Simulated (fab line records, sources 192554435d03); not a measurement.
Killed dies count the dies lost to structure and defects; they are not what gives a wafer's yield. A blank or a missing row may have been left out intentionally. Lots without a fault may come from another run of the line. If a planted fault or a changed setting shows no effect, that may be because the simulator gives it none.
fab line records	flow n5_finfet
record: lots: 3	wafers: 9	last_day: 22
route steps=1938 shown DUMMY_GATE@236 SPACER0@258 SD_EPI_N@262 SD_EPI_P@329 BEOL_M4@1111 PASSIVATION@1936
lots untouched by any fault: they come from a run of this same line in which no faults occurred
start_h: start of the lot's first displayed wafer, in hours after the record's first day	wait_h: hours elapsed since this lot's preceding step	" same as the row above	L1.1+2: a row that stands for several wafers	- no value present, or no start provided	* or withheld: withheld	< > ~ a bound
route shown NAME@n: NAME is a module with steps in the file, n the number in the route of the first one	usual: mean and standard deviation over wafers with no fault	same: alike in all rows	chamber/n: place in a boat	sites: each site's reading	_std_site: standard deviation of those values	_edge_site: inner sites' mean taken away from outer sites' mean	radius_mm: how far each site lies from the wafer's centre	mask NAME#n: copy n	behind: the most recent tool/chamber to have shaped the wafer	hold: what put the lot on hold/how long, in hours/how the hold closed	device: transistor that didn't switch, given as n, p or np	end of line: tests of these same wafers at the route's end	step lacking rows: just its recipe	killed: not the wafer's yield, but the dies lost to structure and defects at the first sort	map: dies across one wafer; x = killed, . = not, _ = none there
set.NAME: the run value of the setting; set.NAME@STEP: its run value at that earlier step	model.NAME: the simulator's own value behind a step, which no gauge read
lots at selected steps of the route; one table per step, one row per wafer
services: from which hour (start_h, from the record's first day; less than 0 if before it) a tool's chamber was out of use, for how many hours, and why
== steps ==
step: N5_DUMMY_GATE_ETCH_36
recipe: chemistry: CF4	target: SiARC	target_depth_a: 130	pressure_mtorr: 40	source_w: 545	bias_w: 36	Ar_flow_sccm: 100	cf4_flow_sccm: 100	ion_energy_ev: 80
step: N5_DUMMY_GATE_ETCH_37
recipe: chemistry: N2/H2	target: SOC	target_depth_a: 600	overetch_a: 300	temp_c: 40	ion_energy_ev: 200	pressure_mtorr: 30	source_w: 840	bias_w: 150	n2_flow_sccm: 200	h2_flow_sccm: 200
step: N5_DUMMY_GATE_STRIP_38
recipe: chemistry: N2/H2	temp_c: 40	n2_flow_sccm: 200	h2_flow_sccm: 200	rf_frequency_hz: 6e+07
step: N5_DUMMY_GATE_STRIP_39
recipe: chemistry: N2/H2	temp_c: 40	n2_flow_sccm: 200	h2_flow_sccm: 200	rf_frequency_hz: 6e+07
step: N5_DUMMY_GATE_TRIM_49
recipe: chemistry: O2	resist: SOC	time_s: 29	target_cd_nm: 14	source_power_w: 300	bias_power_w: 0	O2_flow_sccm: 100	temp_c: 20
step: N5_DUMMY_GATE_STRIP_40
recipe: chemistry: CF4	resist: SiARC	power_w: 300	bias_power_w: 75	pressure_mtorr: 50	cf4_flow_sccm: 150	rf_frequency_hz: 6e+07
step: N5_DUMMY_GATE_ETCH_31
recipe: chemistry: C4F6/O2	target: SiO2	mask_material: SOC	target_depth_a: 825	time_s: 27.5	ion_energy_ev: 250	pressure_mtorr: 30	source_w: 345	bias_w: 185	Ar_flow_sccm: 300	C4F6_flow_sccm: 10	O2_flow_sccm: 10
step: N5_DUMMY_GATE_STRIP_41
recipe: chemistry: O2	power_w: 400	temp_c: 40	pressure_mtorr: 30	rf_frequency_hz: 6e+07	bias_power_w: 0	overash_fraction: 0.3	o2_flow_sccm: 225
step: N5_DUMMY_GATE_HM_OPEN_21
recipe: chemistry: CH3F/O2	target: SiNx	target_depth_a: 1200	Ar_flow_sccm: 150	CH3F_flow_sccm: 30	O2_flow_sccm: 23	time_s: 171.4	pressure_mtorr: 30	source_w: 395	bias_w: 73	ion_energy_ev: 120.7
step: N5_DUMMY_GATE_ETCH_32
recipe: chemistry: CF4	target: SiO2	target_depth_a: 35	time_s: 3.9	ion_energy_ev: 350	pressure_mtorr: 10	icp_w: 800	bias_w: 400	cf4_flow_sccm: 80
step: N5_DUMMY_GATE_ETCH_23
recipe: chemistry: HBr/Cl2/O2	HBr_flow_sccm: 150	Cl2_flow_sccm: 80	O2_flow_sccm: 12	bias_w: 102	target_depth_a: 410	time_s: 22.3	target: poly-Si	mask_material: SiO2	pressure_mtorr: 10	icp_w: 800
step: N5_DUMMY_GATE_ETCH_44
recipe: chemistry: HBr/O2	over_etch_frac: 0.7	target_depth_a: 1275	stop_on: SiO2	ion_energy_ev: 60	bias_w: 20	target: poly-Si	mask_material: SiO2	pressure_mtorr: 20	icp_w: 400	HBr_flow_sccm: 120	O2_flow_sccm: 10
usual: HBr_flow_sccm: 119.9/0.34	O2_flow_sccm: 10.01/0.03	drypump_motor_current_A: 5.6/0.44	oes_product_au: 0.728/0.014	throttle_valve_pct: 18.35/0.16
lot.wafer	tool	chamber	start_h	wait_h	HBr_flow_sccm	O2_flow_sccm	drypump_motor_current_A	oes_product_au	rf_hours_counter_h	throttle_valve_pct
L939.1	rie_si-06	2	58.60	0.0	120.2	9.99	6.1	0.708	87	18.11
L939.2	"	0	"	"	119.6	10.01	5.6	0.713	60	18.69
L939.3	"	1	"	"	120.0	10.06	6.1	0.725	49	18.33
L949.1	rie_si-06	0	121.78	0.0	119.8	9.99	5.7	0.708	61	18.69
L949.2	"	3	"	"	120.4	9.99	5.9	0.749	134	18.49
L949.4	"	2	"	"	119.6	9.99	6.1	0.719	88	18.12
L956.2	rie_si-02	3	159.65	0.0	119.9	10.00	4.9	0.721	28	18.36
L956.3	"	1	"	"	119.6	9.94	5.4	0.748	37	18.23
L956.6	"	2	"	"	119.3	9.98	6.0	0.727	-	18.31
step: N5_DUMMY_GATE_ETCH_42
recipe: chemistry: CHF3/O2	target: SiO2	target_depth_a: 35	time_s: 31	ion_energy_ev: 30	bias_w: 12	pressure_mtorr: 30	source_w: 600	Ar_flow_sccm: 200	CHF3_flow_sccm: 50	O2_flow_sccm: 5
step: N5_DUMMY_GATE_STRIP_48
recipe: chemistry: N2/H2	time_s: 20	power_w: 100	temp_c: 40	pressure_mtorr: 100	rf_frequency_hz: 6e+07	bias_power_w: 3	n2_flow_sccm: 300	h2_flow_sccm: 300
step: N5_DUMMY_GATE_PRECLEAN_33
recipe: chemistry: dHF	time_s: 10	dilution: 750:1	temp_c: 25
step: N5_DUMMY_GATE_PRECLEAN_25
recipe: chemistry: O3/DIW	time_s: 45	temp_c: 22	o3_ppm: 10
step: N5_DUMMY_GATE_PRECLEAN_51
recipe: chemistry: SC2	time_s: 45	temp_c: 35	mix: 1:1:50
step: N5_DUMMY_GATE_SRD_26
recipe: dry: ipa_marangoni	time_s: 30	temp_c: 23	rinse_liquid: diw
step: N5_DUMMY_GATE_UV_OZONE_45
recipe: time_s: 120	pressure_torr: 760	temp_c: 25
step: N5_DUMMY_GATE_INSPECT_27
recipe: inspect_instrument: brightfield	mode: aei
usual: raw_defect_count: 271/73
lot.wafer	tool	chamber	start_h	wait_h	raw_defect_count
L939.1	defect_inspect-02	-	58.99	0.0	243
L939.2	"	-	"	"	459
L939.3	"	-	"	"	376
L949.1	defect_inspect-02	-	122.17	0.0	524
L949.2	"	-	"	"	654
L949.4	"	-	"	"	621
L956.2	defect_inspect-01	-	160.21	0.0	186
L956.3	"	-	"	"	165
L956.6	"	-	"	"	189
step: N5_SPACER0_ALD_07
recipe: material: SiNx	target_thk_a: 20	temp_c: 400	ald_precursor_family: SiH2I2	ald_co_reactant: N2/H2-plasma	pressure_torr: 2
step: N5_SPACER0_ALD_00
recipe: material: SiOCN	target_thk_a: 35	temp_c: 400	ald_precursor_family: alkyl-aminosilane	ald_co_reactant: O2/N2-plasma	pulse_time_s: 3	purge_time_s: 2	co_reactant_purge_time_s: 2	ald_cycles: 58	pressure_torr: 2
step: N5_SPACER0_ALD_08
recipe: material: SiNx	target_thk_a: 20	temp_c: 400	ald_precursor_family: SiH2I2	ald_co_reactant: N2/H2-plasma	pressure_torr: 2
step: N5_SPACER0_INSPECT_04
recipe: inspect_instrument: darkfield	mode: post_dep
usual: raw_defect_count: 128/33
lot.wafer	tool	chamber	start_h	wait_h	raw_defect_count
L939.1	defect_inspect-01	-	59.60	0.1	129
L939.2	"	-	"	"	209
L939.3	"	-	"	"	215
L949.1	defect_inspect-01	-	122.77	0.1	374
L949.2	"	-	"	"	448
L949.4	"	-	"	"	442
L956.2	defect_inspect-01	-	160.82	0.1	95
L956.3	"	-	"	"	78
L956.6	"	-	"	"	108
step: N5_SD_EPI_N_COAT_32
recipe: resist: SOC	temp_c: 250	time_s: 60	spin_rpm: 1500	resist_thk_nm: 350
step: N5_SD_EPI_N_COAT_33
recipe: resist: SiARC	temp_c: 220	time_s: 60	spin_rpm: 1500	resist_thk_nm: 35
step: N5_SD_EPI_N_COAT_03
recipe: resist: CAR-ArF-block	spin_rpm: 1500	resist_thk_nm: 150
step: N5_SD_EPI_N_EBR_05
recipe: solvent: PGMEA	ebr_width_mm: 1.5
step: N5_SD_EPI_N_SOFTBAKE_04
recipe: temp_c: 110	time_s: 60	resist: CAR-ArF-block
step: N5_SD_EPI_N_EXPOSE_06
recipe: mask_id: SD_N_BLK	na: 1.35	source_shape: conventional	sigma_outer: 0.8	polarization: unpolarized	target_cd_nm: 120	dose_mj: 39.75
step: N5_SD_EPI_N_PEB_07
recipe: peb_temp_c: 110	peb_time_s: 60	resist: CAR-ArF-block
step: N5_SD_EPI_N_DEVELOP_08
recipe: develop_time_s: 30	developer: TMAH	resist: CAR-ArF-block	dev_temp_c: 23	rinse_liquid: diw	dry: air_spin
step: N5_SD_EPI_N_INSPECT_11
recipe: mode: adi	inspect_instrument: macro
usual: raw_defect_count: 2.1/1.5
lot.wafer	tool	chamber	start_h	wait_h	raw_defect_count
L939.1	defect_inspect-02	-	59.92	0.0	2
L939.2	"	-	"	"	5
L939.3	"	-	"	"	2
L949.1	defect_inspect-01	-	123.23	0.0	252
L949.2	"	-	"	"	286
L949.4	"	-	"	"	269
L956.2	defect_inspect-02	-	161.27	0.0	0
L956.3	"	-	"	"	2
L956.6	"	-	"	"	3
step: N5_SD_EPI_N_DESCUM_14
recipe: chemistry: O2	time_s: 7.9	source_power_w: 50	bias_power_w: 20	pressure_mtorr: 20	rf_frequency_hz: 2.712e+07	temp_c: 40	resist: CAR-ArF-block	o2_flow_sccm: 225
step: N5_SD_EPI_N_ETCH_34
recipe: chemistry: CF4	target: SiARC	target_depth_a: 455	mask_material: CAR-ArF-block	time_s: 75.8	ion_energy_ev: 80	pressure_mtorr: 40	source_w: 545	bias_w: 36	Ar_flow_sccm: 100	cf4_flow_sccm: 100	ends: cleared
step: N5_SD_EPI_N_ETCH_35
recipe: chemistry: N2/H2	target: SOC	overetch_a: 1080	mask_material: SiARC	temp_c: 40	ion_energy_ev: 100	source_w: 3000	bias_w: 133	pressure_mtorr: 20	time_s: 486	n2_flow_sccm: 200	h2_flow_sccm: 200
step: N5_SD_EPI_N_STRIP_36
recipe: chemistry: N2/H2	temp_c: 40	n2_flow_sccm: 200	h2_flow_sccm: 200	rf_frequency_hz: 6e+07
step: N5_SD_EPI_N_ETCHBACK_44
recipe: chemistry: CH3F/O2	mode: anisotropic_etchback	target: SiNx	target_depth_a: 145	stop_on: SiO2	over_etch_frac: 0.3	ion_energy_ev: 120	pressure_mtorr: 30	source_w: 395	bias_w: 73	Ar_flow_sccm: 150	CH3F_flow_sccm: 30	O2_flow_sccm: 20
step: N5_SD_EPI_N_INSPECT_26
recipe: inspect_instrument: darkfield	mode: post_epi
usual: raw_defect_count: 187/41
lot.wafer	tool	chamber	start_h	wait_h	raw_defect_count
L939.1	defect_inspect-01	-	64.80	0.1	204
L939.2	"	-	"	"	264
L939.3	"	-	"	"	269
L949.1	defect_inspect-02	-	127.45	0.1	424
L949.2	"	-	"	"	468
L949.4	"	-	"	"	458
L956.2	defect_inspect-02	-	165.91	0.1	158
L956.3	"	-	"	"	109
L956.6	"	-	"	"	141
step: N5_SD_EPI_P_INSPECT_26
recipe: inspect_instrument: darkfield	mode: post_epi
usual: raw_defect_count: 159/33
lot.wafer	tool	chamber	start_h	wait_h	raw_defect_count
L939.1	defect_inspect-02	-	70.05	0.0	180
L939.2	"	-	"	"	234
L939.3	"	-	"	"	187
L949.1	defect_inspect-02	-	131.73	0.0	409
L949.2	"	-	"	"	477
L949.4	"	-	"	"	425
L956.2	defect_inspect-02	-	171.06	0.0	143
L956.3	"	-	"	"	130
L956.6	"	-	"	"	131
step: N5_BEOL_M4_RC_MEAS_101
usual: DIBL_N: 36.3/1.1	DIBL_P: 36.3/1.4	IOFF_N: 0.155/0.019	IOFF_P: 0.211/0.027	ION_N: 672/8.5	ION_P: 462/5.8	SS_N: 71.5/0.56	SS_P: 73.3/0.52	VT_N: 249.9/2.5	VT_P: -249.8/2.8
lot.wafer	tool	chamber	start_h	wait_h	DIBL_N[mV/V]	DIBL_P[mV/V]	IOFF_N[nA/um]	IOFF_P[nA/um]	ION_N[uA/um]	ION_P[uA/um]	SS_N[mV/dec]	SS_P[mV/dec]	VT_N[mV]	VT_P[mV]
L939.1	prober-01	0	228.39	0.0	36.2	36.4	0.158	0.187	679	458	71.1	73.5	246.5	-251.5
L939.2	"	0	"	"	35.3	35.3	0.145	0.165	671	450	71.6	72.4	248.8	-254.5
L939.3	"	0	"	"	36.3	37.8	0.167	0.203	676	466	72.0	73.7	247.9	-251.5
L949.1	prober-01	0	335.47	0.0	35.5	34.0	0.142	0.183	671	461	70.7	72.5	250.7	-249.9
L949.2	"	0	"	"	36.5	35.7	0.165	0.208	672	459	72.0	73.7	248.7	-251.2
L949.4	"	0	"	"	35.5	33.9	0.141	0.182	662	455	71.2	73.4	252.6	-252.8
L956.2	prober-02	0	391.49	0.2	35.5	36.1	0.146	0.202	671	463	71.5	72.4	251.1	-248.8
L956.3	"	0	"	"	36.0	36.0	0.147	0.205	675	466	70.9	72.3	251.9	-248.4
L956.6	"	0	"	"	34.5	34.1	0.123	0.172	663	464	70.9	72.8	253.5	-252.7
step: N5_PASSIVATION_PROBE_49
usual: defect_limited_yield: 91.4/1.2	killed_at_M0_to_M3: 34/10	killed_at_M4_up: 14/5.1	killed_at_contacts: 12/6.4	killed_at_front_end: 38/9.3	killed_at_other: 4/3	killed_dies: 102/15	killed_on_rim: 13/3.6	killed_open: 67/12	killed_short: 33/6.9	sort_bin_5_function: 5.0/0.86	sort_bin_6_memory: 3.2/0.58	sort_n_pass: 1078/15	sort_yield_pct: 91.4/1.2
same: gross_dies: 1180	killed_at_back_side: 0	sort_bin_4_leakage[%]: 0	sort_bin_8_speed[%]: 0
lot.wafer	tool	chamber	start_h	wait_h	defect_limited_yield[%]	killed_at_M0_to_M3	killed_at_M4_up	killed_at_contacts	killed_at_front_end	killed_at_other	killed_dies	killed_on_rim	killed_open	killed_short	sort_bin_5_function[%]	sort_bin_6_memory[%]	sort_n_pass	sort_yield_pct[%]
L949.1	prober-01	-	438.46	0.0	87.9	30	8	18	80	7	143	26	58	31	8.5	3.0	1037	87.9
L949.2	prober-01	-	438.51	0.1	85.0	25	12	15	119	6	177	28	59	37	8.9	4.0	1003	85.0
L949.4	prober-01	-	438.61	0.2	83.0	23	16	11	142	9	201	12	56	42	11.9	4.2	979	83.0
killed by level:class
L949.1 DUMMY_GATE:unspecified=52 MOL_CONTACT_COAG:geometric_particle:open=14 BEOL_M2:geometric_particle:open=11 BEOL_M3:geometric_particle:open=7 FIN_SAQP:geometric_particle:short=6 MOL_CONTACT_COAG:geometric_particle:short=4 FIN_SAQP:geometric_particle:open=3 STI_FIN_REVEAL:geometric_particle:open=3
L949.2 DUMMY_GATE:unspecified=81 FIN_SAQP:geometric_particle:open=9 MOL_CONTACT_COAG:geometric_particle:open=9 FIN_SAQP:geometric_particle:short=8 BEOL_M1:geometric_particle:open=8 MOL_CONTACT_COAG:geometric_particle:short=6 STARTING-WAFER:geometric_particle:short=5 BEOL_M3:geometric_particle:open=4
L949.4 DUMMY_GATE:unspecified=100 FIN_SAQP:geometric_particle:short=11 FIN_SAQP:geometric_particle:open=7 MOL_CONTACT_COAG:geometric_particle:open=7 BEOL_M1:geometric_particle:open=7 STARTING-WAFER:geometric_particle:short=5 MOL_CONTACT_COAG:geometric_particle:short=4 BEOL_M5:geometric_particle:open=4
map L949.4 (x killed, . not)
_________________......x.....________________
______________.................x_____________
___________..x.x.......x.....x.....__________
__________xx..........x............._________
________............x......x.........._______
_______.....................x..........______
______.....x.x....x....................._____
_____.....x...xx......x.......x..........____
____.......................xxx...........x___
___........x........x.................x....__
___......xx.........x...x...x.............x__
__..............................x..........._
__..x.......xx...........x..........x..x...._
_........x........x.x..x.............x.......
_...xxx.x....................................
_....x..................................x....
_x.....xx.....x................xx............
_.x.................x...xx..x....x...........
_................x.x....x.xx.xx........x.....
_...................xx.xx.xxx.......x......x.
_...xx......x.......x.x.x.xxx.x.xx...........
__...............xx....xxxxx.xxxxxx.x......._
__...................xxxxxxxxxxxxx.......x.._
___.................xxxxxxxxxxxxx.x........__
___..........x.........xxxxxxxx.x.x.x.....x__
____x..............xx.xxxxxxxxxxx.........___
_____.......x.........xxxxxxxxxx.........____
______.......xx....x.x.x.xxxxx..xx......_____
_______...............x.x.x.x.xx.......______
________.........x.............x...x.._______
__________.......x..x.....xx....x..._________
___________........................__________
______________......x.....x....._____________
_________________..........x.________________
map L939.2 (x killed, . not)
_________________x...........________________
______________.................._____________
___________........................__________
__________..x............x.........._________
________......x...xx.........x.....xx._______
_______.....x.x...x.....x...x......x..x______
______.x.....x........x.........x......._____
_____............................x.......____
____..............x.....................x.___
___......x.x..x......x.......xx............__
___....x.......................x...........__
__...x.......x.x......x.x..........x........_
__......x.............x.......x....x.....xx._
_..........x...........x.....................
_........x...x........x......................
_..x....x..................x...x....x........
_.............x..x.....x.....................
_x........x.......x....x.........x.......x...
_.x....x....x.............x........x.x....x..
_............x......x.x.x...x........x.x.....
_x.x....x.............x......................
__......x.....xx..x......................x.x_
__...........x...xx....x............x...x..._
___............................x......x.x..__
___...x...............x...................x__
____......................................___
_____.........x...................x......____
______....x......x...x.................._____
_______............x......xx...x.......______
________.............................._______
__________.....x......x.........x..._________
___________.........x.............x__________
______________.......xx.....x..._____________
_________________.....x....x.________________
== services ==
tool	chamber	start_h	hours	kind
rie_si-02	2	34.85	9.6	repair
rie_si-02	1	70.28	20.1	repair
rie_si-06	0	89.30	10.1	repair
rie_si-06	3	95.45	8.2	repair
== key ==
first_sign: step: N5_DUMMY_GATE_INSPECT_27	reading: raw_defect_count	direction: up	sigmas: 4.5	usual: 271	struck: 600
effect: step: N5_SPACER0_INSPECT_04	reading: raw_defect_count	direction: up	sigmas: 9	usual: 128	struck: 421
effect: step: N5_SD_EPI_N_INSPECT_11	reading: raw_defect_count	direction: up	sigmas: 99+	usual: 2.1	struck: 269
effect: step: N5_SD_EPI_N_INSPECT_26	reading: raw_defect_count	direction: up	sigmas: 6.4	usual: 187	struck: 450
effect: step: N5_SD_EPI_P_INSPECT_26	reading: raw_defect_count	direction: up	sigmas: 8.6	usual: 159	struck: 437
effect: step: N5_PASSIVATION_PROBE_49	reading: killed_at_front_end	direction: up	sigmas: 8.1	usual: 38	struck: 114
more_kills_born_at: N5_DUMMY_GATE_ETCH_44@rie_si-06: 233
met_at N5_DUMMY_GATE_ETCH_44
struck_wafers L949.1,L949.2,L949.4
onset_between 58.60 121.78
fault: kind: chamber_particle_source	tool: rie_si-06	chamber: -	onset_h: 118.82	steps: N5_DUMMY_GATE_ETCH_44	rate_per_visit_cm2: 0.39231	end_h: 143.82
